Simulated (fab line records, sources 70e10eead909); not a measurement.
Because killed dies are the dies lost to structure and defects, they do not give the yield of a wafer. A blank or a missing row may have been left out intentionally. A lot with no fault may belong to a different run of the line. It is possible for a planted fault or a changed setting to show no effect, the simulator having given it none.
Which tool is to blame?	flow nandHarc	33 wafers from 11 lots sampled at 6 of the route's 1302 steps

## WHAT THE GAUGES SHOWED, per wafer
NHARC_P_GATE_CD_MEAS_46: the cd target is 720 nm. Usual: 720.2 nm for cdNm, sd 1.6.
lot	measured	on	cdNm (nm)	flag
L422	day 5 12:27	cdSem-03	719.2 719.5 719.9	
L423	day 5 22:58	cdSem-01	719.5 719.2 721.2	
L426	day 7 07:38	cdSem-03	718.6 719.5 722.0	
L428	day 8 00:41	cdSem-02	- - -	OFF
L429	day 8 05:27	cdSem-01	718.4 719.4 717.3	
L437	day 11 16:26	cdSem-02	719.9 720.4 720.7	
L438	day 12 11:04	cdSem-01	721.0 720.0 721.5	
L439	day 12 18:34	cdSem-03	721.7 720.5 721.3	
L441	day 13 09:54	cdSem-02	719.8 718.4 719.6	
L443	day 14 01:56	cdSem-02	721.9 722.3 722.5	
L444	day 14 15:19	cdSem-02	719.2 721.4 720.4	

NHARC_END_SORT_01. Usual: killedAtArray 53, standard deviation 18; killedAtOther 1.0, standard deviation 1.2; killedAtPeriphery 3.6, standard deviation 2.4; killedDies 58, standard deviation 18; killedOpen 3.4, standard deviation 1.8; killedShort 2.3, standard deviation 1.5.
lot	measured	on	killedAtArray	killedAtOther	killedAtPeriphery	killedDies	killedOpen	killedShort	flag
L428	day 27 21:28	prober-01	72 61 65	0 0 0	605 616 612	677 677 677	4 2 4	1 1 1	OFF
L437	day 31 00:08	prober-02	75	1	9	85	3	8	OFF

## EACH LOT AND THE TOOL THAT RAN IT (in order: tool; ch and the chambers of the sampled wafers; start)
lot	NHARC_P_STI_ETCH_42	NHARC_P_GATE_HM_OPEN_105	NHARC_P_GATE_EXPOSE_43	NHARC_P_GATE_DESCUM_48
L422	rieDiel-06 ch 1,2,3, day 2 21:19	rieDiel-01 ch 1,2,3, day 5 12:17 or earlier	krfScanner-04 ch 0, day 5 12:17	rieDiel-01 ch 1,2,3, day 5 12:36
L423	rieDiel-07 ch 2,3, day 3 09:32	rieDiel-10 ch 1,2, day 5 22:49 or earlier	krfScanner-01 ch 0, day 5 22:49	rieDiel-03 ch 0,2,3, day 5 23:08
L426	rieDiel-07 ch 0,1,3, day 4 12:18	rieDiel-10 ch 0,1, day 7 07:29 or earlier	krfScanner-01 ch 0, day 7 07:29	rieDiel-10 ch 0,2,3, day 7 07:49
L428	rieDiel-07 ch 2,3, day 5 07:27	rieDiel-03 ch 1,3, day 8 00:32 or earlier	krfScanner-01 ch 0, day 8 00:32	rieDiel-01 ch 0,1, day 8 00:50
L429	rieDiel-06 ch 1,2,3, day 5 17:31	rieDiel-10 ch 0,2, day 8 05:17 or earlier	krfScanner-04 ch 0, day 8 05:17	rieDiel-01 ch 1,3, day 8 05:37
L437	rieDiel-04 ch 1,2,3, day 9 03:11	rieDiel-01 ch 0,1,2, day 11 16:16 or earlier	krfScanner-03 ch 0, day 11 16:16	rieDiel-01 ch 1,2,3, day 11 16:35
L438	rieDiel-06 ch 0,1,3, day 9 15:28	rieDiel-03 ch 0,2,3, day 12 10:55 or earlier	krfScanner-01 ch 0, day 12 10:55	rieDiel-10 ch 0,1,2, day 12 11:14
L439	rieDiel-04 ch 0,2, day 10 00:50	rieDiel-01 ch 0,1,3, day 12 18:25 or earlier	krfScanner-04 ch 0, day 12 18:25	rieDiel-10 ch 0,1,3, day 12 18:44
L441	rieDiel-06 ch 1,2, day 10 17:19	rieDiel-10 ch 0,1,2, day 13 09:45 or earlier	krfScanner-01 ch 0, day 13 09:45	rieDiel-01 ch 1,2,3, day 13 10:04
L443	rieDiel-06 ch 2,3, day 11 12:19	rieDiel-03 ch 0,1,2, day 14 01:47 or earlier	krfScanner-04 ch 0, day 14 01:47	rieDiel-03 ch 2,3, day 14 02:05
L444	rieDiel-07 ch 0,2, day 11 22:56	rieDiel-03 ch 0,2, day 14 15:09 or earlier	krfScanner-04 ch 0, day 14 15:09	rieDiel-01 ch 0,2,3, day 14 15:30
- NHARC_P_STI_ETCH_42: etches the open film in N2/H2, target depth 80 nm, overetch 24 nm, time 61 s.
- NHARC_P_GATE_HM_OPEN_105: chemistry O2/COS, target depth 360 nm.
- NHARC_P_GATE_EXPOSE_43: exposes mask P NSD, target cd 720 nm.
- NHARC_P_GATE_DESCUM_48: chemistry O2, time 3 s.

## AS READ BY THE TOOLS THEMSELVES (means over the sampled wafers that have a number; for cases with no such wafer, the mark the record gives instead)
NHARC_P_STI_ETCH_42. Usual: drypumpMotorCurrentA 5.8 A, standard deviation 0.41; oesProductAu 0.999 a.u., standard deviation 0.0091; rfVppV 430.4 V, standard deviation 2.6; showerheadPlenumPTorr 2.03 Torr, standard deviation 0.089; throttleValvePct 14.173 %, standard deviation 0.0095.
lot	tool	drypumpMotorCurrentA (A)	oesProductAu (a.u.)	rfVppV (V)	showerheadPlenumPTorr (Torr)	throttleValvePct (%)	flag
L422	rieDiel-06	5.8	0.999	430.9	2.02	14.171	
L423	rieDiel-07	6.2	1.001	432.0	2.12	14.177	
L426	rieDiel-07	5.9	1.003	430.1	2.04	14.168	
L428	rieDiel-07	6.2	1.008	432.3	2.12	14.177	
L429	rieDiel-06	5.8	1.009	430.6	2.02	14.180	
L437	rieDiel-04	5.9	0.997	430.6	2.03	14.167	
L438	rieDiel-06	5.8	0.998	432.1	2.09	14.169	
L439	rieDiel-04	5.1	0.997	431.6	2.08	14.179	
L441	rieDiel-06	6.0	0.994	428.5	1.98	14.181	
L443	rieDiel-06	5.9	0.991	428.1	1.95	14.174	
L444	rieDiel-07	5.7	0.992	428.8	1.97	14.168	

NHARC_P_GATE_HM_OPEN_105. Usual: drypumpMotorCurrentA 5.6 A, standard deviation 0.4; oesProductAu 0.999 a.u., standard deviation 0.01; rfVppV 467.3 V, standard deviation 2.4; showerheadPlenumPTorr 3.13 Torr, standard deviation 0.11; throttleValvePct 28.330 %, standard deviation 0.009.
lot	tool	drypumpMotorCurrentA (A)	oesProductAu (a.u.)	rfVppV (V)	showerheadPlenumPTorr (Torr)	throttleValvePct (%)	flag
L422	rieDiel-01	5.5	0.995	467.2	3.09	28.330	
L423	rieDiel-10	5.7	1.010	466.8	3.14	28.325	
L426	rieDiel-10	5.9	0.988	469.3	3.27	28.337	
L428	rieDiel-03	6.1	0.993	467.9	3.12	28.326	
L429	rieDiel-10	5.9	0.993	470.4	3.29	28.327	
L437	rieDiel-01	5.5	0.996	465.9	3.10	28.328	
L438	rieDiel-03	5.5	0.998	467.2	3.12	28.331	
L439	rieDiel-01	5.2	0.993	466.2	3.09	28.341	
L441	rieDiel-10	5.7	1.005	468.7	3.21	28.320	
L443	rieDiel-03	5.5	0.995	468.9	3.21	28.330	
L444	rieDiel-03	5.2	0.999	469.3	3.21	28.327	

NHARC_P_GATE_DESCUM_48. Usual: drypumpMotorCurrentA 5.6 A, standard deviation 0.41; oesProductAu 0.999 a.u., standard deviation 0.01; rfVppV 57.8 V, standard deviation 0.87; showerheadPlenumPTorr 1.92 Torr, standard deviation 0.069; throttleValvePct 11.311 %, standard deviation 0.008.
lot	tool	drypumpMotorCurrentA (A)	oesProductAu (a.u.)	rfVppV (V)	showerheadPlenumPTorr (Torr)	throttleValvePct (%)	flag
L422	rieDiel-01	5.5	0.994	57.4	1.90	11.308	
L423	rieDiel-03	5.5	0.996	58.5	1.92	11.310	
L426	rieDiel-10	5.8	0.997	57.5	1.96	11.316	
L428	rieDiel-01	5.1	1.014	58.0	1.90	11.315	
L429	rieDiel-01	5.4	1.003	58.0	1.93	11.312	
L437	rieDiel-01	5.5	0.991	58.3	1.90	11.311	
L438	rieDiel-10	5.8	1.002	58.2	1.97	11.312	
L439	rieDiel-10	5.7	1.007	57.5	1.94	11.311	
L441	rieDiel-01	5.6	0.994	57.2	1.89	11.315	
L443	rieDiel-03	5.3	0.993	57.5	1.91	11.315	
L444	rieDiel-01	5.3	0.999	57.3	1.86	11.319	

## THE ANSWER, worked out from the rows above alone
Rule: lot off if the mean of its wafers having a number is beyond 3 standard deviations from the usual mean. A lot without any number at a reading at which 4 lots or more have one is off too. Any other lot the step has rows for is counted as sound. The gauges are gone through in route order, then the tools' own readings, and for those a lot's mean is taken as printed above. The first step at which some lot is off is used, and at that step the reading that is off furthest; a lot without a number counts as furthest.
Off: L428 (NHARC_P_GATE_CD_MEAS_46, cdNm). Without a number there: L428.
A tool fits if, at a process step before that reading, it ran every lot that is off, and no sound lot after the first of them. Not tried: the gauges at NHARC_P_GATE_CD_MEAS_46; whatever is off there is also off at NHARC_END_SORT_01, on other tools, and gauge error can't account for it. Because NHARC_P_GATE_HM_OPEN_105 lacks a start for some lots, the hours and order of its lots are taken from NHARC_P_GATE_EXPOSE_43. No candidate that was tried fits.

## WHAT HAD BEEN PUT IN BY THE SIMULATOR
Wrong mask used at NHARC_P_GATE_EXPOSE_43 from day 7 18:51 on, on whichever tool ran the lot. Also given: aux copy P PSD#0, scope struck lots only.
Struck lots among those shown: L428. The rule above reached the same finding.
